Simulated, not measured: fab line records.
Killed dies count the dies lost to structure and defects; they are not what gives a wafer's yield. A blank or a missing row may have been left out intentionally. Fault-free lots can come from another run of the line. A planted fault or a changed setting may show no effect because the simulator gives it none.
fab line records	flow nandHarc
[record] lots = 24	wafers = 72	lastDay = 34
route steps=1302 shown P_M1@302 P_M2@332 P_BONDPAD@372
lots untouched by any fault: they come from a run of this same line in which no faults occurred
startH: the number of hours between the record's first day and the start of the first shown wafer of the lot	waitH: time in hours since the lot's previous step	" as in the row above	L1.1+2: a single row standing in for several wafers	- either no value or no given start	* or withheld: withheld	< > ~ a bound
route shown NAME@n: names a module that has steps shown in the file, with the first one's number in the route	usual: the fault-free wafers' mean and standard deviation	same: alike in all rows	chamber/n: place in a boat	sites: readings site by site	_std_site: the standard deviation of these	_edge_site: mean of outer sites minus mean of inner sites	radiusMm: how far each site lies from the wafer's centre	mask NAME#n: copy n	behind: the last tool/chamber to shape the wafer	hold: what put the lot on hold/how long, in hours/how the hold closed	device: which transistor (n, p or np) failed to switch	end of line: tests run on the same wafers once the route is complete	a step without rows: its recipe alone	killed: at the first sort, the dies lost to defects and structure; wafer yield is something else	map: a wafer's dies, x killed, . not, _ none there
set.NAME: the setting that was run; set.NAME@STEP: the one run at that earlier step	model.NAME: the simulator's own value behind a step, which no gauge read
a sample of lots followed through the steps of the route, with each step as a table and each wafer as a row
services: from which hour (startH, from the record's first day; less than 0 if before it) a tool's chamber was out of use, for how many hours, and why
[[steps]]
[step NHARC_P_M1_STRIP_18]
[recipe] powerW = 1000	n2FlowSccm = 150	h2FlowSccm = 150	arFlowSccm = 0	biasW = 0	chemistry = N2/H2
[usual] drypumpMotorCurrentA = 5.6/0.41	oesProductAu = 0.997/0.011	rfVppV = 90.9/0.99	showerheadPlenumPTorr = 2.06/0.078	throttleValvePct = 14.173/0.0093
lot.wafer	tool	chamber	startH	waitH	drypumpMotorCurrentA	oesProductAu	rfHoursCounterH	rfVppV	showerheadPlenumPTorr	throttleValvePct
L074.1	rieDiel-10	3	131.66	0.1	5.7	1.005	5	91.4	2.05	14.184
L074.3	"	2	"	"	4.7	0.992	4	91.8	1.99	14.179
L074.6	"	3	"	"	5.7	1.001	-	90.4	2.05	14.184
L075.1	rieDiel-10	2	138.00	0.1	4.7	0.995	4	91.4	1.99	14.183
L075.2	"	3	"	"	5.7	1.005	6	91.9	2.05	14.169
L075.5	"	1	"	"	5.4	0.994	-	89.9	2.11	14.164
L076.3	rieDiel-10	1	153.18	0.1	5.5	0.995	7	90.9	2.11	14.159
L076.2	"	3	"	"	5.7	0.997	8	90.7	2.05	14.163
L076.5	"	0	"	"	5.8	1.001	-	91.6	2.15	14.171
L077.3	rieDiel-09	0	154.00	0.1	6.0	1.005	0	92.7	2.22	14.177
L077.1	"	1	"	"	5.9	1.001	0	90.0	1.99	14.166
L077.2	"	3	"	"	5.4	1.020	0	90.0	2.01	14.167
L079.3	rieDiel-10	0	174.88	0.1	5.8	1.006	10	91.3	2.15	14.159
L079.6	"	1	"	"	5.5	1.000	-	92.6	2.11	14.164
L079.5	"	3	"	"	5.7	1.001	-	90.7	2.05	14.160
L078.2	rieDiel-10	1	175.69	0.1	5.4	0.991	9	91.7	2.11	14.155
L078.4	"	1	"	"	5.4	0.999	-	90.2	2.11	14.171
L078.6	"	0	"	"	5.8	0.991	-	92.4	2.15	14.162
L080.3	rieDiel-10	1	186.17	0.1	5.4	1.005	9	90.2	2.11	14.164
L080.1	"	2	"	"	4.7	0.999	8	90.4	1.99	14.162
L080.6	"	1	"	"	5.4	1.011	-	91.7	2.11	14.163
L081.2	rieDiel-09	2	198.80	0.1	6.2	0.995	18	90.1	2.14	14.170
L081.4	"	1	"	"	5.9	0.993	18	91.4	1.98	14.197
L081.5	"	3	"	"	5.4	1.024	-	90.1	2.01	14.179
L082.4	rieDiel-06	2	204.95	0.1	6.0	0.995	3	90.5	1.98	14.170
L082.2	"	0	"	"	5.4	0.996	3	91.5	2.15	14.170
L082.6	"	1	"	"	5.8	0.981	-	89.0	2.04	14.196
L083.3	rieDiel-10	2	215.40	0.1	4.7	0.977	10	90.2	1.99	14.171
L083.1	"	3	"	"	5.7	1.009	12	92.0	2.05	14.171
L083.4	"	0	"	"	5.8	0.993	13	92.2	2.15	14.170
L084.3	rieDiel-06	2	226.79	0.1	6.0	0.996	5	90.4	1.98	14.185
L084.6	"	1	"	"	5.8	0.992	-	91.2	2.04	14.172
L084.5	"	2	"	"	6.0	0.992	-	90.8	1.98	14.179
L085.1	rieDiel-09	1	240.84	0.1	5.9	1.011	32	90.2	1.98	14.171
L085.5	"	3	"	"	5.4	1.027	-	90.7	2.00	14.169
L085.6	"	0	"	"	6.1	0.986	-	91.7	2.21	14.182
L086.1	rieDiel-09	2	245.24	0.1	6.2	1.005	36	89.3	2.13	14.181
L086.6	"	0	"	"	6.0	0.997	-	90.1	2.21	14.178
L086.5	"	1	"	"	5.9	1.015	-	91.2	1.98	14.167
L087.3	rieDiel-06	0	254.55	0.1	5.3	1.002	6	90.9	2.15	14.164
L087.1	"	2	"	"	6.0	0.998	6	90.4	1.98	14.166
L087.6	"	0	"	"	5.3	0.993	-	92.2	2.15	14.172
L088.4	rieDiel-10	0	270.92	0.1	5.8	1.011	3	92.2	2.14	14.194
L088.5	"	1	"	"	5.5	0.993	-	91.0	2.10	14.178
L088.6	"	2	"	"	4.7	0.983	-	91.8	1.99	14.181
L089.3	rieDiel-10	3	272.33	0.1	5.7	0.990	3	91.7	2.05	14.167
L089.5	"	1	"	"	5.5	0.982	-	93.2	2.10	14.176
L089.6	"	2	"	"	4.7	0.992	-	91.6	1.99	14.178
L090.4	rieDiel-10	3	294.23	0.1	5.7	0.996	5	91.3	2.04	14.156
L090.2	"	1	"	"	5.4	0.978	4	91.8	2.10	14.171
L090.3	"	2	"	"	4.7	0.988	4	90.1	1.99	14.170
L091.3	rieDiel-06	1	295.06	0.1	5.8	0.994	9	89.7	2.04	14.166
L091.5	"	0	"	"	5.3	1.001	-	91.2	2.15	14.184
L091.6	"	1	"	"	5.8	1.003	-	90.6	2.04	14.178
L092.3	rieDiel-06	3	302.46	0.1	5.2	0.976	9	91.0	1.93	14.169
L092.5	"	3	"	"	5.3	0.977	-	89.7	1.93	14.162
L092.6	"	0	"	"	5.4	0.988	-	91.3	2.15	14.179
L093.3	rieDiel-10	3	317.39	0.1	5.7	1.001	8	91.3	2.04	14.181
L093.1	"	1	"	"	5.5	0.989	7	90.7	2.10	14.161
L093.6	"	3	"	"	5.7	0.995	-	91.6	2.04	14.163
L094.2	rieDiel-06	2	321.78	0.1	6.0	0.983	0	89.5	1.98	14.176
L094.4	"	3	"	"	5.3	0.980	1	90.4	1.93	14.190
L094.6	"	2	"	"	6.0	0.990	-	90.0	1.98	14.161
L095.2	rieDiel-09	1	345.41	0.1	5.9	1.002	3	91.2	1.97	14.182
L095.3	"	0	"	"	6.0	0.979	4	92.1	2.20	14.173
L095.5	"	2	"	"	6.2	0.997	-	90.9	2.12	14.173
L096.2	rieDiel-06	1	349.61	0.1	5.8	1.007	2	91.4	2.04	14.193
L096.3	"	2	"	"	6.0	0.985	2	91.1	1.98	14.181
L096.1	"	0	"	"	5.3	1.012	3	90.6	2.15	14.168
L097.4	rieDiel-10	2	359.47	0.1	4.7	0.993	10	92.5	1.98	14.158
L097.2	"	3	"	"	5.7	0.993	9	92.0	2.04	14.172
L097.6	"	3	"	"	5.7	1.000	-	89.7	2.04	14.170
[step NHARC_P_M1_DEGAS_29]
[recipe] tempC = 250	timeS = 60
[usual] heaterPowerW = 347/34
lot.wafer	tool	chamber	startH	waitH	heaterPowerW
L074.3	pvdSputter-01	-	132.30	-	332
L074.1	"	-	"	"	397
L074.6	"	-	"	"	325
L075.2	pvdSputter-03	-	138.62	-	320
L075.1	"	-	"	"	315
L075.5	"	-	"	"	316
L076.2	pvdSputter-02	-	153.79	-	347
L076.3	"	-	"	"	419
L076.5	"	-	"	"	416
L077.3	pvdSputter-01	-	154.64	-	381
L077.2	"	-	"	"	317
L077.1	"	-	"	"	323
L079.3	pvdSputter-01	-	175.58	-	329
L079.6	"	-	"	"	386
L079.5	"	-	"	"	323
L078.4	pvdSputter-01	-	176.54	-	383
L078.2	"	-	"	"	331
L078.6	"	-	"	"	388
L080.3	pvdSputter-03	-	186.80	-	333
L080.1	"	-	"	"	292
L080.6	"	-	"	"	326
L081.4	pvdSputter-03	-	199.44	-	304
L081.2	"	-	"	"	318
L081.5	"	-	"	"	287
L082.2	pvdSputter-01	-	205.57	-	322
L082.4	"	-	"	"	315
L082.6	"	-	"	"	390
L083.4	pvdSputter-03	-	216.01	-	317
L083.3	"	-	"	"	339
L083.1	"	-	"	"	356
L084.3	pvdSputter-03	-	227.42	-	351
L084.5	"	-	"	"	295
L084.6	"	-	"	"	353
L085.1	pvdSputter-03	-	241.45	-	291
L085.5	"	-	"	"	355
L085.6	"	-	"	"	316
L086.1	pvdSputter-03	-	245.85	-	326
L086.6	"	-	"	"	293
L086.5	"	-	"	"	355
L087.1	pvdSputter-02	-	255.16	-	404
L087.3	"	-	"	"	347
L087.6	"	-	"	"	397
L088.4	pvdSputter-02	-	271.50	-	404
L088.6	"	-	"	"	345
L088.5	"	-	"	"	403
L089.3	pvdSputter-03	-	272.92	-	298
L089.6	"	-	"	"	331
L089.5	"	-	"	"	286
L090.2	pvdSputter-01	-	294.87	-	324
L090.3	"	-	"	"	337
L090.4	"	-	"	"	389
L091.3	pvdSputter-03	-	295.68	-	347
L091.5	"	-	"	"	289
L091.6	"	-	"	"	359
L092.3	pvdSputter-01	-	303.13	-	328
L092.6	"	-	"	"	330
L092.5	"	-	"	"	332
L093.3	pvdSputter-02	-	318.03	-	407
L093.1	"	-	"	"	383
L093.6	"	-	"	"	404
L094.4	pvdSputter-02	-	322.40	-	354
L094.2	"	-	"	"	395
L094.6	"	-	"	"	405
L095.2	pvdSputter-01	-	346.05	-	333
L095.3	"	-	"	"	386
L095.5	"	-	"	"	339
L096.1	pvdSputter-01	-	350.25	-	387
L096.2	"	-	"	"	365
L096.3	"	-	"	"	332
L097.2	pvdSputter-01	-	360.11	-	325
L097.4	"	-	"	"	372
L097.6	"	-	"	"	321
[step NHARC_P_M1_INSPECT_27]
[usual] rawDefectCount = 311/120
lot.wafer	tool	chamber	startH	waitH	rawDefectCount
L074.1	defectInspect-02	-	133.85	0.0	293
L074.3	"	-	"	"	271
L074.6	"	-	"	"	199
L075.1	defectInspect-01	-	140.17	0.0	332
L075.2	"	-	"	"	257
L075.5	"	-	"	"	239
L076.2	defectInspect-01	-	155.34	0.0	462
L076.3	"	-	"	"	493
L076.5	"	-	"	"	351
L077.1	defectInspect-01	-	156.19	0.0	255
L077.2	"	-	"	"	627
L077.3	"	-	"	"	466
L079.3	defectInspect-01	-	177.13	0.0	484
L079.5	"	-	"	"	223
L079.6	"	-	"	"	901
L078.2	defectInspect-02	-	178.09	0.0	375
L078.4	"	-	"	"	417
L078.6	"	-	"	"	303
L080.1	defectInspect-01	-	188.34	0.0	348
L080.3	"	-	"	"	222
L080.6	"	-	"	"	253
L081.2	defectInspect-01	-	201.01	0.0	125
L081.4	"	-	"	"	194
L081.5	"	-	"	"	197
L082.2	defectInspect-01	-	207.11	0.0	311
L082.4	"	-	"	"	575
L082.6	"	-	"	"	423
L083.1	defectInspect-01	-	217.58	0.0	220
L083.3	"	-	"	"	177
L083.4	"	-	"	"	244
L084.3	defectInspect-02	-	228.97	0.0	406
L084.5	"	-	"	"	413
L084.6	"	-	"	"	303
L085.1	defectInspect-01	-	243.29	0.0	290
L085.5	"	-	"	"	371
L085.6	"	-	"	"	490
L086.1	defectInspect-02	-	247.37	0.0	352
L086.5	"	-	"	"	468
L086.6	"	-	"	"	360
L087.1	defectInspect-01	-	256.73	0.0	174
L087.3	"	-	"	"	189
L087.6	"	-	"	"	394
L088.4	defectInspect-02	-	273.04	0.0	228
L088.5	"	-	"	"	295
L088.6	"	-	"	"	209
L089.3	defectInspect-01	-	274.47	0.0	130
L089.5	"	-	"	"	431
L089.6	"	-	"	"	182
L090.2	defectInspect-02	-	296.43	0.0	557
L090.3	"	-	"	"	412
L090.4	"	-	"	"	183
L091.3	defectInspect-01	-	297.25	0.0	358
L091.5	"	-	"	"	487
L091.6	"	-	"	"	324
L092.3	defectInspect-02	-	304.68	0.0	332
L092.5	"	-	"	"	511
L092.6	"	-	"	"	364
L093.1	defectInspect-01	-	319.58	0.0	167
L093.3	"	-	"	"	161
L093.6	"	-	"	"	186
L094.2	defectInspect-02	-	323.95	0.0	222
L094.4	"	-	"	"	321
L094.6	"	-	"	"	344
L095.2	defectInspect-02	-	347.63	0.0	171
L095.3	"	-	"	"	291
L095.5	"	-	"	"	254
L096.1	defectInspect-02	-	351.82	0.0	349
L096.2	"	-	"	"	243
L096.3	"	-	"	"	328
L097.2	defectInspect-02	-	361.97	0.0	189
L097.4	"	-	"	"	370
L097.6	"	-	"	"	194
[step NHARC_P_M2_ETCH_35]
[recipe] targetDepthA = 400	overetchA = 120	timeS = 43.94	ionEnergyEv = 200	n2FlowSccm = 150	h2FlowSccm = 150	arFlowSccm = 0	rfW = 400	biasW = 150	chemistry = N2/H2
[usual] drypumpMotorCurrentA = 5.7/0.36	oesProductAu = 0.998/0.014	rfVppV = 431.2/2.8	showerheadPlenumPTorr = 2.07/0.095	throttleValvePct = 14.171/0.0085
lot.wafer	tool	chamber	startH	waitH	drypumpMotorCurrentA	oesProductAu	rfHoursCounterH	rfVppV	showerheadPlenumPTorr	throttleValvePct
L074.1	rieDiel-02	3	135.89	0.1	5.9	1.015	2.8	425.6	1.90	14.175
L074.3	"	0	"	"	5.7	0.992	3.1	428.0	1.94	14.173
L074.6	"	2	"	"	5.6	0.994	-	434.3	2.14	14.158
L075.1	rieDiel-02	3	141.91	0.1	5.9	1.005	2.9	426.5	1.90	14.172
L075.2	"	0	"	"	5.7	0.989	3.2	426.6	1.94	14.177
L075.5	"	2	"	"	5.6	0.996	-	433.5	2.14	14.179
L076.2	rieDiel-01	2	156.88	0.1	5.5	1.002	8.5	431.2	2.06	14.179
L076.3	"	3	"	"	5.8	1.015	9.3	433.2	2.10	14.175
L076.5	"	2	"	"	5.5	0.992	-	430.7	2.06	14.167
L077.3	rieDiel-01	2	157.72	0.1	5.5	0.991	8.6	431.5	2.06	14.164
L077.1	"	3	"	"	5.8	1.016	9.4	431.1	2.10	14.159
L077.2	"	1	"	"	6.4	1.027	7.3	430.9	2.10	14.177
L079.3	rieDiel-01	2	178.79	0.1	5.5	0.997	9.0	429.2	2.06	14.169
L079.5	"	2	"	"	5.5	1.000	-	430.3	2.06	14.173
L079.6	"	3	"	"	5.8	1.029	-	433.7	2.10	14.149
L078.2	rieDiel-01	0	179.64	0.1	5.8	0.989	8.4	434.5	2.18	14.156
L078.4	"	1	"	"	6.4	1.018	8.0	432.3	2.10	14.181
L078.6	"	3	"	"	5.8	1.013	-	432.5	2.10	14.163
L080.1	rieDiel-02	0	190.02	0.1	5.7	0.993	5.4	428.5	1.94	14.178
L080.3	"	1	"	"	5.3	1.007	4.8	426.8	1.92	14.179
L080.6	"	2	"	"	5.6	0.983	-	434.4	2.14	14.173
L081.2	rieDiel-01	1	202.57	0.1	6.3	1.020	9.0	431.1	2.10	14.177
L081.5	"	1	"	"	6.3	1.018	-	432.3	2.10	14.175
L081.4	"	0	"	"	5.8	0.989	-	434.9	2.18	14.171
L082.2	rieDiel-11	0	208.79	0.1	5.1	0.997	5.0	432.6	2.11	14.179
L082.4	"	2	"	"	6.3	0.995	4.6	432.5	2.06	14.176
L082.6	"	3	"	"	6.2	0.994	-	434.8	2.21	14.166
L083.1	rieDiel-02	1	219.13	0.1	5.4	0.996	8.4	427.3	1.92	14.181
L083.3	"	3	"	"	5.9	1.007	8.0	425.9	1.89	14.174
L083.4	"	0	"	"	5.7	1.012	7.3	427.4	1.94	14.174
L084.3	rieDiel-11	0	230.52	0.1	5.1	0.993	6.0	432.0	2.11	14.182
L084.6	"	3	"	"	6.3	1.005	-	435.8	2.21	14.178
L084.5	"	0	"	"	5.1	0.993	-	432.0	2.11	14.181
L085.1	rieDiel-01	0	244.99	0.1	5.8	0.999	2.4	434.9	2.18	14.175
L085.5	"	3	"	"	5.8	0.998	-	432.0	2.10	14.174
L085.6	"	0	"	"	5.8	1.001	-	435.2	2.18	14.180
L086.1	rieDiel-11	3	249.03	0.1	6.3	1.008	6.9	435.1	2.20	14.177
L086.6	"	3	"	"	6.3	1.011	-	434.8	2.20	14.165
L086.5	"	0	"	"	5.1	0.978	-	432.5	2.11	14.177
L087.3	rieDiel-01	3	258.41	0.1	5.8	1.007	2.6	433.0	2.10	14.177
L087.1	"	2	"	"	5.5	0.973	3.3	430.8	2.06	14.184
L087.6	"	3	"	"	5.8	1.002	-	432.1	2.10	14.164
L088.4	rieDiel-11	3	274.70	0.1	6.3	1.006	0.1	436.2	2.20	14.165
L088.5	"	3	"	"	6.3	1.015	-	435.1	2.20	14.168
L088.6	"	0	"	"	5.1	1.003	-	433.4	2.11	14.160
L089.3	rieDiel-11	1	276.02	0.1	5.5	0.975	0.2	429.6	1.96	14.171
L089.5	"	0	"	"	5.1	1.004	-	433.0	2.11	14.167
L089.6	"	1	"	"	5.5	0.974	-	428.6	1.96	14.189
L090.3	rieDiel-02	0	298.10	0.1	5.7	0.975	2.2	428.3	1.94	14.177
L090.4	"	1	"	"	5.3	0.983	2.2	427.4	1.92	14.174
L090.2	"	2	"	"	5.6	0.991	1.9	433.8	2.13	14.181
L091.3	rieDiel-11	0	298.91	0.1	5.1	1.003	1.4	434.0	2.11	14.174
L091.6	"	0	"	"	5.1	0.999	-	433.7	2.11	14.172
L091.5	"	1	"	"	5.5	0.989	-	427.9	1.96	14.163
L092.3	rieDiel-01	1	306.35	0.1	6.3	1.024	4.7	432.4	2.10	14.158
L092.6	"	1	"	"	6.3	1.019	-	431.8	2.10	14.171
L092.5	"	2	"	"	5.5	0.969	-	431.8	2.05	14.168
L093.3	rieDiel-11	1	321.13	0.1	5.4	0.978	3.1	429.9	1.96	14.172
L093.1	"	3	"	"	6.3	1.012	3.4	435.6	2.20	14.156
L093.6	"	1	"	"	5.4	0.970	-	429.7	1.96	14.171
L094.2	rieDiel-02	3	325.62	0.1	5.9	1.002	3.6	425.1	1.89	14.153
L094.4	"	1	"	"	5.4	0.991	3.5	425.5	1.92	14.168
L094.6	"	3	"	"	5.9	1.006	-	427.0	1.89	14.166
L095.3	rieDiel-01	1	349.30	0.1	6.4	1.017	7.4	432.2	2.10	14.181
L095.2	"	2	"	"	5.5	0.976	8.9	431.5	2.05	14.163
L095.5	"	1	"	"	6.4	1.018	-	432.6	2.10	14.165
L096.2	rieDiel-01	0	353.49	0.1	5.8	0.994	9.9	435.1	2.17	14.156
L096.1	"	1	"	"	6.4	1.018	7.5	431.0	2.10	14.174
L096.3	"	2	"	"	5.5	0.987	9.1	430.8	2.05	14.154
L097.4	rieDiel-02	2	363.64	0.1	5.7	0.994	3.6	434.4	2.13	14.158
L097.2	"	1	"	"	5.4	0.989	3.9	427.0	1.92	14.166
L097.6	"	2	"	"	5.7	0.995	-	433.5	2.13	14.170
[step NHARC_P_M2_THK_MEAS_24]
[recipe] thkMeasGauge = xrf
[usual] thkNm = 144.5/1.5
lot.wafer	tool	chamber	startH	waitH	thkNm
L074.1	filmMetro-01	-	138.24	-	141.8
L074.3	"	-	"	"	143.7
L074.6	"	-	"	"	145.0
L075.1	filmMetro-02	-	144.58	-	145.0
L075.2	"	-	"	"	144.8
L075.5	"	-	"	"	144.2
L076.2	filmMetro-01	-	159.23	-	143.1
L076.3	"	-	"	"	144.0
L076.5	"	-	"	"	144.0
L077.1	filmMetro-01	-	160.54	-	146.8
L077.2	"	-	"	"	146.7
L077.3	"	-	"	"	145.6
L079.3	filmMetro-01	-	181.13	-	147.2
L079.5	"	-	"	"	144.5
L079.6	"	-	"	"	146.9
L078.2	filmMetro-02	-	181.99	-	143.8
L078.4	"	-	"	"	144.7
L078.6	"	-	"	"	143.9
L080.1	filmMetro-01	-	192.35	-	144.6
L080.3	"	-	"	"	144.9
L080.6	"	-	"	"	144.4
L081.2	filmMetro-01	-	204.93	-	144.7
L081.4	"	-	"	"	145.7
L081.5	"	-	"	"	144.7
L082.2	filmMetro-02	-	211.15	-	147.2
L082.4	"	-	"	"	145.6
L082.6	"	-	"	"	146.6
L083.1	filmMetro-01	-	221.48	-	144.3
L083.3	"	-	"	"	144.4
L083.4	"	-	"	"	144.9
L084.3	filmMetro-01	-	232.85	-	145.2
L084.5	"	-	"	"	144.3
L084.6	"	-	"	"	146.7
L085.1	filmMetro-02	-	247.52	-	144.1
L085.5	"	-	"	"	142.8
L085.6	"	-	"	"	143.0
L086.1	filmMetro-02	-	251.36	-	141.8
L086.5	"	-	"	"	141.1
L086.6	"	-	"	"	142.3
L087.1	filmMetro-01	-	260.83	-	144.8
L087.3	"	-	"	"	146.3
L087.6	"	-	"	"	143.7
L088.4	filmMetro-01	-	277.03	-	143.7
L088.5	"	-	"	"	144.0
L088.6	"	-	"	"	147.4
L089.3	filmMetro-01	-	278.35	-	145.6
L089.5	"	-	"	"	143.3
L089.6	"	-	"	"	146.3
L090.2	filmMetro-01	-	300.56	-	144.1
L090.3	"	-	"	"	144.6
L090.4	"	-	"	"	144.5
L091.3	filmMetro-01	-	301.24	-	145.3
L091.5	"	-	"	"	144.1
L091.6	"	-	"	"	142.9
L092.3	filmMetro-01	-	308.68	-	145.2
L092.5	"	-	"	"	142.5
L092.6	"	-	"	"	145.5
L093.1	filmMetro-02	-	323.46	-	145.9
L093.3	"	-	"	"	143.9
L093.6	"	-	"	"	143.5
L094.2	filmMetro-01	-	328.09	-	145.9
L094.4	"	-	"	"	146.0
L094.6	"	-	"	"	146.7
L095.2	filmMetro-01	-	351.62	-	143.5
L095.3	"	-	"	"	141.4
L095.5	"	-	"	"	145.3
L096.1	filmMetro-02	-	355.81	-	146.2
L096.2	"	-	"	"	143.5
L096.3	"	-	"	"	145.8
L097.2	filmMetro-01	-	365.97	-	143.2
L097.4	"	-	"	"	145.1
L097.6	"	-	"	"	143.4
[step NHARC_P_BONDPAD_ETCH_24]
[recipe] targetDepthA = 300	overEtchFrac = 0.3	timeS = 72.99	ionEnergyEv = 150	cf4FlowSccm = 50	n2FlowSccm = 100	arFlowSccm = 150	rfW = 300	biasW = 100	chemistry = CF4/N2
[usual] drypumpMotorCurrentA = 5.6/0.42	oesProductAu = 1.006/0.014	rfVppV = 314.7/1.5	showerheadPlenumPTorr = 2.66/0.08	throttleValvePct = 19.795/0.0092
[same] overEtchFrac = 0.3
lot.wafer	tool	chamber	startH	waitH	drypumpMotorCurrentA	oesProductAu	rfHoursCounterH	rfVppV	showerheadPlenumPTorr	throttleValvePct
L074.3	rieDiel-12	1	-	-	5.7	0.989	1.3	317.7	2.76	19.777
L074.1	"	3	"	"	5.7	1.001	1.4	314.2	2.66	19.797
L074.6	"	1	"	"	5.7	0.996	-	317.8	2.76	19.786
L075.2	rieDiel-12	1	-	-	5.6	0.987	1.9	317.2	2.76	19.797
L075.1	"	3	"	"	5.7	1.013	1.7	314.5	2.66	19.778
L075.5	"	0	"	"	5.0	1.012	-	312.9	2.50	19.801
L076.3	rieDiel-12	2	-	-	5.9	1.001	2.2	315.5	2.68	19.795
L076.2	"	3	"	"	5.7	1.003	2.0	314.8	2.66	19.800
L076.5	"	2	"	"	5.9	1.003	-	316.7	2.68	19.775
L077.3	rieDiel-12	2	-	-	5.9	1.013	2.2	316.5	2.68	19.795
L077.1	"	3	"	"	5.7	0.997	2.1	315.4	2.66	19.807
L077.2	"	1	"	"	5.7	1.000	2.3	316.4	2.76	19.790
L079.3	rieDiel-08	3	-	-	5.4	1.013	10.0	317.7	2.79	19.786
L079.6	"	1	"	"	6.3	0.995	-	314.1	2.65	19.808
L079.5	"	2	"	"	5.2	1.000	-	314.8	2.66	19.807
L078.2	rieDiel-12	1	-	-	5.7	1.000	2.6	315.1	2.76	19.798
L078.4	"	2	"	"	5.9	1.005	2.6	314.8	2.68	19.794
L078.6	"	1	"	"	5.6	0.989	-	315.5	2.76	19.790
L080.3	rieDiel-03	3	-	-	5.2	1.015	4.3	316.9	2.75	19.785
L080.1	"	0	"	"	6.3	1.006	3.7	313.7	2.57	19.795
L080.6	"	1	"	"	5.4	1.002	-	315.4	2.66	19.795
L081.2	rieDiel-12	2	-	-	5.9	1.006	3.1	314.1	2.68	19.798
L081.4	"	1	"	"	5.7	0.997	3.1	315.3	2.76	19.782
L081.5	"	2	"	"	5.9	1.001	-	315.8	2.68	19.786
L082.4	rieDiel-03	2	-	-	6.0	1.007	5.4	312.6	2.58	19.796
L082.2	"	1	"	"	5.3	1.005	5.6	316.1	2.66	19.796
L082.6	"	3	"	"	5.2	1.015	-	315.9	2.75	19.805
L083.1	rieDiel-03	3	-	-	5.2	0.997	5.4	315.8	2.75	19.799
L083.3	"	1	"	"	5.3	0.997	5.8	315.1	2.66	19.798
L083.4	"	2	"	"	6.0	1.002	5.6	314.9	2.58	19.796
L084.3	rieDiel-03	2	-	-	6.0	0.997	6.3	313.9	2.58	19.803
L084.5	"	1	"	"	5.3	0.996	-	314.4	2.66	19.798
L084.6	"	2	"	"	6.0	0.995	-	313.6	2.58	19.793
L085.1	rieDiel-12	1	-	-	5.6	1.007	4.7	315.6	2.76	19.797
L085.5	"	2	"	"	5.9	0.992	-	315.5	2.68	19.801
L085.6	"	3	"	"	5.7	1.000	-	314.5	2.66	19.784
L086.1	rieDiel-12	0	-	-	5.0	1.008	4.4	312.8	2.50	19.808
L086.6	"	1	"	"	5.7	1.017	-	315.7	2.76	19.802
L086.5	"	2	"	"	5.9	0.997	-	314.9	2.67	19.787
L087.3	rieDiel-08	3	-	-	5.4	1.038	5.2	316.6	2.79	19.800
L087.1	"	2	"	"	5.2	1.035	5.9	314.7	2.66	19.784
L087.6	"	3	"	"	5.4	1.039	-	316.6	2.79	19.807
L088.4	rieDiel-03	0	-	-	6.3	1.017	8.0	314.1	2.57	19.801
L088.5	"	0	"	"	6.3	1.009	-	312.4	2.57	19.796
L088.6	"	1	"	"	5.3	0.991	-	315.8	2.66	19.771
L089.3	rieDiel-08	0	-	-	5.1	0.986	5.2	315.1	2.70	19.800
L089.5	"	0	"	"	5.1	0.984	-	315.2	2.70	19.784
L089.6	"	1	"	"	6.3	1.013	-	314.4	2.65	19.809
L090.3	rieDiel-12	2	303.25	0.1	5.9	1.004	1.8	313.6	2.67	19.799
L090.2	"	0	"	"	5.0	0.990	1.5	312.8	2.50	19.788
L090.4	"	2	"	"	5.9	0.991	-	313.9	2.67	19.810
L091.3	rieDiel-03	3	-	-	5.2	1.012	0.9	317.0	2.75	19.771
L091.5	"	3	"	"	5.2	1.011	-	316.2	2.75	19.800
L091.6	"	0	"	"	6.3	1.025	-	313.9	2.57	19.783
L092.3	rieDiel-12	3	-	-	5.7	1.005	1.9	315.0	2.66	19.784
L092.6	"	2	"	"	5.9	1.007	-	316.4	2.67	19.794
L092.5	"	3	"	"	5.7	0.995	-	315.0	2.66	19.795
L093.1	rieDiel-08	1	-	-	6.3	1.010	9.0	314.5	2.65	19.799
L093.3	"	2	"	"	5.2	1.037	8.7	314.0	2.65	19.804
L093.6	"	3	"	"	5.4	1.035	-	316.2	2.78	19.811
L094.4	rieDiel-03	1	-	-	5.3	1.016	2.1	315.9	2.66	19.800
L094.2	"	0	"	"	6.3	1.033	2.1	312.9	2.57	19.782
L094.6	"	1	"	"	5.3	1.012	-	315.2	2.66	19.796
L095.3	rieDiel-08	2	-	-	5.2	1.032	9.3	314.2	2.65	19.785
L095.2	"	0	"	"	5.1	0.987	10.1	315.5	2.69	19.798
L095.5	"	3	"	"	5.4	1.023	-	316.9	2.78	19.789
L096.1	rieDiel-12	0	-	-	5.0	0.998	3.2	311.4	2.50	19.797
L096.3	"	1	"	"	5.7	1.025	2.3	315.9	2.76	19.806
L096.2	"	2	"	"	5.9	1.005	3.6	314.7	2.67	19.792
L097.2	rieDiel-03	3	-	-	5.2	1.008	4.2	315.2	2.75	19.790
L097.4	"	2	"	"	6.0	1.006	3.8	312.8	2.58	19.802
L097.6	"	0	"	"	6.3	1.029	-	314.1	2.57	19.797
[[services]]
tool	chamber	startH	hours	kind
rieDiel-10	2	109.86	3.8	repair
rieDiel-02	1	111.14	32.0	repair
rieDiel-03	-	133.82	0.7	repair
rieDiel-03	2	160.51	6.5	repair
rieDiel-10	3	163.38	8.2	repair
pvdSputter-03	-	170.00	10.0	pm
rieDiel-10	2	171.16	11.7	repair
rieDiel-10	3	175.32	6.7	repair
rieDiel-12	0	193.16	1.3	repair
rieDiel-01	3	195.96	11.3	repair
rieDiel-01	-	203.80	9.0	pm
pvdSputter-01	-	226.03	10.0	pm
rieDiel-01	1	241.82	21.5	repair
rieDiel-10	-	242.69	9.0	pm
rieDiel-12	-	267.64	0.8	repair
rieDiel-03	-	281.45	9.0	pm
rieDiel-12	1	289.48	20.6	repair
rieDiel-01	0	324.91	2.7	repair
pvdSputter-03	-	336.58	1.4	repair
rieDiel-03	1	337.73	2.2	repair
rieDiel-01	1	338.59	8.4	repair
rieDiel-10	3	342.48	11.4	repair
pvdSputter-03	-	348.00	10.0	pm
rieDiel-01	2	364.72	9.1	repair
[[key]]
fault none
